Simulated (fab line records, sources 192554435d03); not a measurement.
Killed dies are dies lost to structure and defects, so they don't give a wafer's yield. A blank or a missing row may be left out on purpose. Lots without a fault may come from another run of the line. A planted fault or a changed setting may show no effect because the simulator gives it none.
Chamber matching | flow n5_finfet | N5_BEOL_M0_SAQP_SPACER1_ALD_98 on ald_sin-04: 4 sister chambers
The step deposits SiO2, target thk 12.8 nm, pulse time 1 s, purge time 2 s. 4 wafers are shown with their chamber, then 10 later ones without.

WAFERS WITH THEIR CHAMBER
wafer  | chamber | heater_power_w (W)
L080.6 | 2       | 526
L082.2 | 1       | 462
L093.2 | 0       | 588
L093.3 | 3       | 515

WAFERS WITHOUT THEIR CHAMBER
wafer  | heater_power_w (W)
L093.5 | 564
L094.1 | 477
L094.2 | 566
L094.3 | 467
L094.4 | 515
L094.5 | 477
L094.6 | 456
L095.1 | 469
L095.2 | 522
L095.5 | 471

WHICH CHAMBER EACH WENT THROUGH
wafer  | from the rows above          | in truth
L093.5 | can't be placed: 0 or 2 or 3 | 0
L094.1 | can't be placed: 1 or 3      | 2
L094.2 | can't be placed: 0 or 2      | 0
L094.3 | 1                            | 1
L094.4 | can't be placed: 3 or 2      | 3
L094.5 | can't be placed: 1 or 3      | 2
L094.6 | 1                            | 1
L095.1 | 1                            | 1
L095.2 | can't be placed: 2 or 3      | 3
L095.5 | 1                            | 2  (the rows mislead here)
Placed correctly: 3 of 10. Can't be placed from these rows: 6 (the true chamber is among the candidates in 4). Placed wrongly: 1.
How it was worked out, from the rows above alone: a wafer's distance from a chamber is the root of the sum, over the readings, of the square of ((its reading less the chamber's mean) divided by the reading's scatter). The wafer belongs to the nearest chamber; if the next one is less than 2 further off, it can't be placed. A chamber's mean is the mean of its shown wafers. The scatter: with one shown wafer a chamber, the root of the mean of the squares of how far each hidden wafer lies from its nearest shown one.
